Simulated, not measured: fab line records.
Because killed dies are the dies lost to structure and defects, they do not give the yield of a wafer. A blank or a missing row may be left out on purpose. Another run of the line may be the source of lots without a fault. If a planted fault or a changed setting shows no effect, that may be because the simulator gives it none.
Which tool is to blame?	flow n5-finfet	10 lots with 29 wafers sampled at 5 steps, on a route of 1938 steps

## WHAT EACH GAUGE READ, for each wafer
N5_BEOL_M4_RC_MEAS_101.
lot	measured	on	DIBL_N (mV/V)	DIBL_P (mV/V)	IOFF_N (nA/um)	IOFF_P (nA/um)	ION_N (uA/um)	ION_P (uA/um)	SS_N (mV/dec)	SS_P (mV/dec)	VT_N (mV)	VT_P (mV)
L662	day 8 09:34	prober-01	34.2 33.6 34.9	33.4 33.0 34.2	0.13 0.12 0.14	0.20 0.19 0.20	674 658 668	468 462 462	71.0 71.3 71.7	72.0 72.1 73.0	249 254 252	-251 -250 -249
L664	day 8 18:11	prober-01	36.8 36.7 36.3	37.1 36.6 36.3	0.17 0.16 0.17	0.23 0.22 0.22	676 678 682	469 469 472	71.6 71.8 71.7	73.7 73.8 73.7	250 252 249	-248 -249 -249
L666	day 9 18:02	prober-02	36.5 37.8 38.6	36.2 37.1 38.2	0.16 0.18 0.20	0.21 0.23 0.25	676 693 684	465 464 471	71.3 71.6 72.5	72.6 72.4 73.0	249 246 246	-251 -248 -247
L670	day 11 00:13	prober-02	33.3 34.1 34.9	32.4 35.3 33.7	0.10 0.12 0.12	0.14 0.17 0.15	656 665 649	457 457 447	70.1 70.3 70.9	71.9 73.2 72.8	252 253 253	-255 -255 -258
L672	day 11 06:11	prober-02	36.6 36.3 35.5	36.5 36.8 35.2	0.17 0.16 0.14	0.24 0.23 0.22	688 669 677	472 456 468	71.1 71.7 71.4	72.9 73.5 73.3	246 251 252	-246 -249 -250
L673	day 11 15:34	prober-01	32.7 35.3 31.8	32.4 36.1 30.5	0.11 0.15 0.10	0.16 0.21 0.13	669 677 656	464 464 449	70.6 71.8 70.6	72.3 73.0 71.8	252 250 257	-254 -250 -255
L676	day 12 10:49	prober-02	37.9 36.4 36.6	38.3 35.6 38.0	0.17 0.15 0.17	0.22 0.18 0.21	667 671 690	454 454 467	72.1 71.3 71.4	74.6 73.2 73.1	249 252 251	-252 -254 -251
L677	day 12 07:35	prober-01	32.6 34.0 33.3	32.8 34.3 33.3	0.12 0.14 0.12	0.17 0.19 0.17	659 673 674	464 467 463	70.5 70.6 70.7	71.4 72.4 71.8	253 252 251	-250 -250 -251
L679	day 13 04:11	prober-01	33.5 32.6 36.3	33.8 31.7 35.8	0.13 0.11 0.17	0.19 0.17 0.22	670 645 681	464 447 468	70.4 70.0 71.0	72.4 72.1 73.4	250 252 251	-248 -251 -248
L680	day 13 05:05	prober-02	37.1 35.7	36.8 35.6	0.17 0.15	0.25 0.22	679 677	472 464	71.1 71.6	73.1 73.1	249 249	-246 -248

## WHAT TOOL EACH LOT RAN ON (gives the tool, then ch and the chambers of the sampled wafers, and finally the start)
lot	N5_STI_FIN_REVEAL_STRIP_24	N5_DUMMY_GATE_CMP_04	N5_DUMMY_GATE_COAT_09	N5_DUMMY_GATE_DESCUM_20
L662	rie-diel-01 ch 0,2,3, day 3 01:20	cmp-01 ch 0,2,3, day 3 08:48	litho-track-05 ch 0, day 3 13:01	rie-diel-04 ch 0,1,2, day 3 13:34
L664	rie-diel-02 ch 0,2, day 3 10:29	cmp-01 ch 1,2, day 3 17:26	litho-track-01 ch 0, day 3 21:43	rie-diel-06 ch 1,2,3, day 3 22:06
L666	rie-diel-02 ch 2,3, day 3 23:20	cmp-04 ch 0,1,2, day 4 06:49	litho-track-01 ch 0, day 4 11:02	rie-diel-06 ch 0,2,3, day 4 11:35
L670	rie-diel-01 ch 0,1,2, day 5 00:13	cmp-01 ch 1,2, day 5 08:16	litho-track-05 ch 0, day 5 12:30	rie-diel-06 ch 0,3, day 5 13:01
L672	rie-diel-05 ch 0,1,3, day 5 11:11	cmp-01 ch 1,2, day 5 18:08	litho-track-01 ch 0, day 6 01:58	rie-diel-06 ch 1,2, day 6 02:20
L673	rie-diel-02 ch 0,2,3, day 5 16:21	cmp-02 ch 0,1, day 6 05:38	litho-track-01 ch 0, day 6 09:53	rie-diel-03 ch 1,2,3, day 6 10:17
L676	rie-diel-05 ch 0,1,3, day 6 10:17	cmp-02 ch 0,1,3, day 6 17:20	litho-track-04 ch 0, day 6 21:35	rie-diel-04 ch 0,2, day 6 22:06
L677	rie-diel-02 ch 0,1,3, day 6 15:03	cmp-04 ch 0,1,3, day 6 22:02	litho-track-05 ch 0, day 7 02:20	rie-diel-03 ch 0,1,3, day 7 02:51
L679	rie-diel-05 ch 0,1,3, day 7 04:33	cmp-02 ch 0,2,3, day 7 11:29	litho-track-05 ch 0, day 7 15:46	rie-diel-04 ch 0,2,3, day 7 16:10
L680	rie-diel-05 ch 2,3, day 7 10:13	cmp-02 ch 1,3, day 7 17:21	litho-track-05 ch 0, day 7 21:32	rie-diel-03 ch 1,2, day 7 22:03
- N5_STI_FIN_REVEAL_STRIP_24: strips in N2/H2, time 90 s.
- N5_DUMMY_GATE_CMP_04: polishes a-Si.
- N5_DUMMY_GATE_COAT_09: resist thk 30 nm.
- N5_DUMMY_GATE_DESCUM_20: chemistry O2, time 6.2 s.

## AS READ BY THE TOOLS THEMSELVES (means over the sampled wafers that have a number; for cases with no such wafer, the mark the record gives instead)
N5_STI_FIN_REVEAL_STRIP_24.
lot	tool	drypump-motor-current-A (A)	oes-product-au (a.u.)	rf-vpp-V (V)	showerhead-plenum-p-Torr (Torr)	throttle-valve-pct (%)
L662	rie-diel-01	5.4	0.73	45.9	3.40	12.48
L664	rie-diel-02	6.2	0.92	45.2	3.49	11.86
L666	rie-diel-02	6.5	0.84	46.0	3.44	12.01
L670	rie-diel-01	5.6	0.73	45.5	3.35	12.45
L672	rie-diel-05	5.8	0.79	45.1	3.43	12.13
L673	rie-diel-02	6.3	0.83	44.8	3.41	12.00
L676	rie-diel-05	5.8	0.78	45.6	3.43	12.14
L677	rie-diel-02	6.0	0.77	45.9	3.32	12.15
L679	rie-diel-05	5.8	0.77	45.8	3.42	12.15
L680	rie-diel-05	5.6	0.78	45.5	3.45	12.20

N5_DUMMY_GATE_CMP_04.
lot	tool	motor-current-A (A)	retaining-ring-pressure-frac	time-to-endpoint-s (s)
L662	cmp-01	10.4	1.005	13.2
L664	cmp-01	8.6	0.998	13.3
L666	cmp-04	9.8	1.000	12.1
L670	cmp-01	9.9	1.001	16.3
L672	cmp-01	9.8	0.995	14.0
L673	cmp-02	11.3	1.001	13.2
L676	cmp-02	10.4	0.999	14.9
L677	cmp-04	9.9	0.997	13.8
L679	cmp-02	10.0	0.998	13.7
L680	cmp-02	10.2	0.999	17.7

N5_DUMMY_GATE_COAT_09.
lot	tool	chill-plate-temp-C (C)	spin-speed-rpm (rpm)
L662	litho-track-05	22.95	1500.1
L664	litho-track-01	22.99	1499.0
L666	litho-track-01	22.93	1499.2
L670	litho-track-05	23.17	1500.1
L672	litho-track-01	23.07	1238.4
L673	litho-track-01	22.96	1238.9
L676	litho-track-04	22.93	1499.8
L677	litho-track-05	22.84	1500.4
L679	litho-track-05	23.05	1499.8
L680	litho-track-05	22.98	1500.0

N5_DUMMY_GATE_DESCUM_20.
lot	tool	drypump-motor-current-A (A)	oes-product-au (a.u.)	rf-vpp-V (V)	showerhead-plenum-p-Torr (Torr)	throttle-valve-pct (%)
L662	rie-diel-04	5.4	0.75	243.2	2.08	20.66
L664	rie-diel-06	5.5	0.74	242.7	2.09	20.55
L666	rie-diel-06	5.7	0.75	243.7	2.11	20.30
L670	rie-diel-06	5.9	0.79	243.2	2.12	20.17
L672	rie-diel-06	5.8	0.77	242.6	2.05	20.62
L673	rie-diel-03	5.5	0.75	243.2	2.09	20.60
L676	rie-diel-04	5.6	0.85	242.7	2.03	20.30
L677	rie-diel-03	5.6	0.76	242.3	2.01	20.59
L679	rie-diel-04	5.3	0.81	243.4	2.04	20.34
L680	rie-diel-03	5.4	0.73	243.7	2.13	20.55

## THE ANSWER, worked out from the rows above alone
Rule: usual is defined by the lots themselves. The widest of any qualifying gaps counts: lots, ordered by their means at a reading, are off when they make up no more than a third of the lots, leave a main group of 4 or more, and stand apart from it by 3 or more times the standard deviation of that group's means. A main group whose means are all the same, to the digits that the tables above print for the reading, isn't used. A lot without any number at a reading at which 4 lots or more have one is off too. Any other lot the step has rows for is counted as sound. Order of review: gauges by route order, followed by the tools' own readings, for which a lot's mean as printed above is used. At the first step where some lot is off, the reading lying furthest off is the one used; lots without a number count as furthest.
Off at N5_DUMMY_GATE_COAT_09 (spin-speed-rpm): L672, L673. The main group: mean 1499.8 rpm, standard deviation 0.44.
If a tool, at that step or one of the process steps before it, ran each lot that is off and ran no sound lot following the first of them, it fits. One candidate fits, namely litho-track-01 at N5_DUMMY_GATE_COAT_09. A fault onset in the window from L666 (day 4 11:02, its last sound lot) to L672 (day 6 01:58, its first lot off) fits.
On the lots that are off, the tool's own readings at N5_DUMMY_GATE_COAT_09 differ by more than 5 times the standard deviation of the sound lots' means, which bears it out; spin-speed-rpm reads 1238.7 rpm there versus 1499.8 rpm on the sound lots.

## WHAT HAD BEEN PUT IN BY THE SIMULATOR
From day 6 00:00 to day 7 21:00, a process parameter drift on litho-track-01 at N5_DUMMY_GATE_COAT_09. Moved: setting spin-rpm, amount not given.
Struck lots among those shown: L672, L673. The same result came from the rule above.
